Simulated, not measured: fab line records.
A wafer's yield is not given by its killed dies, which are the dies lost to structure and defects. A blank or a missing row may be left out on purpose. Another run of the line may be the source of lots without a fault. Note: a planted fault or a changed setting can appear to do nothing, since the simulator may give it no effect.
Which tool did it?    flow nand-harc    13 lots with 39 wafers sampled at 2 steps, on a route of 1302 steps

WHAT EACH GAUGE READ, for each wafer
NHARC_P_GATE_CD_MEAS_11: target cd 1640 nm. Usual: 1640.2 nm for cd-nm, sd 1.2.
lot   measured      on         cd-nm (nm)            flag
L378  day 4 22:46   cd-sem-01  1643.5 1641.2 1638.3  
L379  day 5 10:38   cd-sem-03  1640.3 1640.7 1639.8  
L380  day 5 10:47   cd-sem-01  1640.3 1642.0 1641.0  
L381  day 6 01:01   cd-sem-01  1640.0 1640.3 1640.0  
L383  day 6 23:11   cd-sem-02  1641.6 1641.5 1641.9  
L385  day 7 20:55   cd-sem-03  1638.5 1638.1 1638.1  
L386  day 8 01:49   cd-sem-01  1640.1 1640.8 1641.0  
L387  day 8 16:50   cd-sem-03  1639.2 1641.2 1640.8  
L388  day 8 23:17   cd-sem-02  - - -                 OFF
L394  day 11 14:03  cd-sem-03  1639.6 1641.2 1641.1  
L398  day 13 08:33  cd-sem-02  1641.3 1640.6 1641.9  
L399  day 13 08:35  cd-sem-01  1640.6 1640.5 1639.7  
L400  day 13 21:57  cd-sem-01  1637.5 1640.0 1641.6  

WHAT TOOL EACH LOT RAN ON (gives the tool, then ch and the chambers of the sampled wafers, and finally the start)
lot   NHARC_P_GATE_EXPOSE_08
L378  krf-scanner-04 ch 0, day 4 22:37
L379  krf-scanner-03 ch 0, day 5 10:28
L380  krf-scanner-04 ch 0, day 5 10:38
L381  krf-scanner-03 ch 0, day 6 00:52
L383  krf-scanner-03 ch 0, day 6 23:02
L385  krf-scanner-03 ch 0, day 7 20:46
L386  krf-scanner-01 ch 0, day 8 01:40
L387  krf-scanner-03 ch 0, day 8 16:41
L388  krf-scanner-01 ch 0, day 8 23:08
L394  krf-scanner-03 ch 0, day 11 13:53
L398  krf-scanner-01 ch 0, day 13 08:23
L399  krf-scanner-01 ch 0, day 13 08:26
L400  krf-scanner-03 ch 0, day 13 21:48
- NHARC_P_GATE_EXPOSE_08: exposes mask P HV.

AS READ BY THE TOOLS THEMSELVES (means over the sampled wafers that have a number; for cases with no such wafer, the mark the record gives instead)
NHARC_P_GATE_EXPOSE_08. Usual: 0.0 nm for focus-offset-nm, sd 0.54.
lot   tool            focus-offset-nm (nm)  flag
L378  krf-scanner-04  -0.6                  
L379  krf-scanner-03  -0.1                  
L380  krf-scanner-04  0.1                   
L381  krf-scanner-03  -0.2                  
L383  krf-scanner-03  0.1                   
L385  krf-scanner-03  0.0                   
L386  krf-scanner-01  -0.0                  
L387  krf-scanner-03  0.4                   
L388  krf-scanner-01  -0.3                  
L394  krf-scanner-03  0.0                   
L398  krf-scanner-01  -0.0                  
L399  krf-scanner-01  -0.1                  
L400  krf-scanner-03  -0.7                  

THE ANSWER, worked out from the rows above alone
Rule: a lot is off if the mean of its wafers that have a number lies more than 3 standard deviations from the usual mean. Also off: a lot with no number at a reading for which 4 or more lots have one. Where the step has rows for the other lots, those lots are counted as sound. The gauges are gone through in route order, then the tools' own readings, and for those a lot's mean is taken as printed above. At the first step where some lot is off, the reading lying furthest off is the one used; lots without a number count as furthest.
Off: L388, at NHARC_P_GATE_CD_MEAS_11 (cd-nm). Without a number there: L388.
A tool fits if, at a process step before that reading, it ran every lot that is off, and no sound lot after the first of them. The gauges at NHARC_P_GATE_CD_MEAS_11 are tried like those tools. Not one of the candidates tried fits.

WHAT WAS PUT IN BY THE SIMULATOR
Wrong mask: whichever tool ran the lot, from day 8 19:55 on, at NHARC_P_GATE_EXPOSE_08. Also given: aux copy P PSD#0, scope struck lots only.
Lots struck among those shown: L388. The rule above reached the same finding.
